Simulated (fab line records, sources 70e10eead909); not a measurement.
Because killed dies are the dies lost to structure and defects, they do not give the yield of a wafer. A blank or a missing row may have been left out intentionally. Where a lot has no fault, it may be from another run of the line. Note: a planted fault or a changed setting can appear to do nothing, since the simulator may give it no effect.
What tool caused it? ; flow nand-harc ; 6 lots, 18 wafers sampled, at 2 steps of a route of 1159

== WHAT THE GAUGES READ, wafer by wafer ==
NHARC_P_GATE_CD_MEAS_59: the cd target is 720 nm.
lot;measured;on;cd-nm (nm)
L878;day 6 04:40;cd-sem-03;723.2 721.3 721.8
L881;day 6 17:55;cd-sem-02;720.3 723.6 721.2
L885;day 8 02:25;cd-sem-03;720.2 721.5 722.2
L892;day 9 19:21;cd-sem-01;716.6 716.2 717.5
L894;day 10 10:03;cd-sem-03;715.5 715.7 713.8
L896;day 10 18:26;cd-sem-01;718.8 718.9 719.7

== EACH LOT AND THE TOOL THAT RAN IT (in order: tool; ch and the chambers of the sampled wafers; start) ==
lot;NHARC_P_GATE_EXPOSE_56
L878;krf-scanner-04 ch 0, day 6 04:31
L881;krf-scanner-03 ch 0, day 6 17:46
L885;krf-scanner-02 ch 0, day 8 02:15
L892;krf-scanner-03 ch 0, day 9 19:12
L894;krf-scanner-04 ch 0, day 10 09:53
L896;krf-scanner-04 ch 0, day 10 18:17
- NHARC_P_GATE_EXPOSE_56: exposes mask P PSD, target cd 720 nm.

== THE ANSWER, worked out from the rows above alone ==
Rule: the usual values come from the lots themselves. Put in order of their means at a reading, lots are off if they are a third of the lots or fewer, leave a main group of 4 or more, and stand apart from it by a gap of 3 or more times the standard deviation of the main group's means; of several such gaps the widest counts. Not used: any main group whose means are identical at the precision the tables above print for the reading. Also off: a lot with no number at a reading for which 4 or more lots have one. Where the step has rows for the other lots, those lots are counted as sound.
None of the lots is off at any reading shown; this tells nothing.

== WHAT THE SIMULATOR PUT IN ==
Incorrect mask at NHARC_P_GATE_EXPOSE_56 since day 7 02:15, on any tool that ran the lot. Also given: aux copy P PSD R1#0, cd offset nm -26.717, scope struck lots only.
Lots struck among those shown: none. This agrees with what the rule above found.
